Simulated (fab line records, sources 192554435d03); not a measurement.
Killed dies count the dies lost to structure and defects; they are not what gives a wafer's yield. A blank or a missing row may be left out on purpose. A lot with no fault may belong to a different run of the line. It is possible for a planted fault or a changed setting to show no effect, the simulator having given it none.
Lot-split experiment | flow n5-finfet | 39 wafers read from 7 lots, route of 1938 steps

== THE SPLIT ==
At N5_DUMMY_GATE_EXPOSE_12 (exposes mask GATE, target cd 25 nm), the setting dose-mj was moved away from the recipe's 34 on 12 of the 39 wafers read, by -6.7% to +4.3%. This setting was run at the recipe's value on the other wafers.

== FROM THE SPLIT TO THE READING: what the file shows between them, 2 steps ==
- N5_DUMMY_GATE_PEB_13: peb time 60 s
- N5_DUMMY_GATE_DEVELOP_14: develop time 30 s

== THE READING ==
cd-nm at N5_DUMMY_GATE_CD_MEAS_15, given in nm (cd target 25.8 nm). On this fab line, fault-free wafers typically give 25.09 nm with a standard deviation of 0.25 nm.

wafer  | tool, chamber at the split | dose-mj as run | against the recipe | cd-nm, nm | against lot-mates on the recipe
L075.1 | euv-scanner-01, 0          | 34             | recipe             | 24.77     | -
L075.2 | euv-scanner-01, 0          | 34             | recipe             | 24.57     | -
L075.3 | euv-scanner-01, 0          | 34             | recipe             | 24.68     | -
L075.4 | euv-scanner-01, 0          | 34             | recipe             | 25.14     | -
L075.5 | euv-scanner-01, 0          | 34             | recipe             | 24.91     | -
L075.6 | euv-scanner-01, 0          | 34             | recipe             | 25.00     | -
L076.1 | euv-scanner-01, 0          | 35.45          | +4.3%              | 24.30     | -0.80
L076.2 | euv-scanner-01, 0          | 35.45          | +4.3%              | 24.36     | -0.74
L076.3 | euv-scanner-01, 0          | 34             | recipe             | 24.90     | -
L076.4 | euv-scanner-01, 0          | 34             | recipe             | 25.29     | -
L076.5 | euv-scanner-01, 0          | 35.45          | +4.3%              | 23.92     | -1.18
L076.6 | euv-scanner-01, 0          | 34             | recipe             | 25.12     | -
L083.1 | euv-scanner-01, 0          | 34             | recipe             | 25.09     | -
L083.2 | euv-scanner-01, 0          | 34             | recipe             | 24.77     | -
L083.3 | euv-scanner-01, 0          | 34.98          | +2.9%              | 24.35     | -0.66
L083.4 | euv-scanner-01, 0          | 34.98          | +2.9%              | 24.25     | -0.76
L083.5 | euv-scanner-01, 0          | 34.98          | +2.9%              | 24.30     | -0.71
L083.6 | euv-scanner-01, 0          | 34             | recipe             | 25.18     | -
L085.1 | euv-scanner-01, 0          | 34             | recipe             | 25.42     | -
L085.2 | euv-scanner-01, 0          | 34             | recipe             | 25.28     | -
L085.3 | euv-scanner-01, 0          | 34             | recipe             | 25.15     | -
L086.1 | euv-scanner-02, 0          | 32.94          | -3.1%              | 25.47     | +0.61
L086.2 | euv-scanner-02, 0          | 32.94          | -3.1%              | 25.80     | +0.94
L086.3 | euv-scanner-02, 0          | 34             | recipe             | 24.68     | -
L086.4 | euv-scanner-02, 0          | 32.94          | -3.1%              | 25.66     | +0.80
L086.5 | euv-scanner-02, 0          | 34             | recipe             | 24.94     | -
L086.6 | euv-scanner-02, 0          | 34             | recipe             | 24.95     | -
L092.1 | euv-scanner-01, 0          | 31.73          | -6.7%              | 26.19     | +0.93
L092.2 | euv-scanner-01, 0          | 34             | recipe             | 25.03     | -
L092.3 | euv-scanner-01, 0          | 34             | recipe             | 25.33     | -
L092.4 | euv-scanner-01, 0          | 31.73          | -6.7%              | 26.47     | +1.21
L092.5 | euv-scanner-01, 0          | 31.73          | -6.7%              | 26.68     | +1.42
L092.6 | euv-scanner-01, 0          | 34             | recipe             | 25.43     | -
L097.1 | euv-scanner-01, 0          | 34             | recipe             | 25.22     | -
L097.2 | euv-scanner-01, 0          | 34             | recipe             | 25.39     | -
L097.3 | euv-scanner-01, 0          | 34             | recipe             | 24.68     | -
L097.4 | euv-scanner-01, 0          | 34             | recipe             | 25.16     | -
L097.5 | euv-scanner-01, 0          | 34             | recipe             | 25.28     | -
L097.6 | euv-scanner-01, 0          | 34             | recipe             | 24.90     | -

FIT RESULTS
A straight line over all 39 wafers: cd-nm changes by -0.211 nm for each +1% of dose-mj; r = -0.92; the points scatter about the line by 0.23 nm.
The same after taking each lot's own level away (the mean of its wafers on the recipe; 39 wafers): -0.202 nm for each +1%; r = -0.94; scatter 0.2 nm.
According to that fit, moving dose-mj by its largest amount changes the reading by 1.3 nm.
The lots' own levels span 24.845 to 25.283 nm, that is 1.8 times the standard deviation above.
The two slopes are in agreement: the lot-to-lot level therefore moves the slope only a little.
Check: +1.44 nm against its lot-mates is what the line predicts for one of the wafers moved furthest among these (-6.7%) when that wafer is left out of the fit. Against them it came out at +0.927 nm.

== FILE'S OWN FIT ==
cd-nm changes by -0.201 nm for each +1% of dose-mj, r = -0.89.
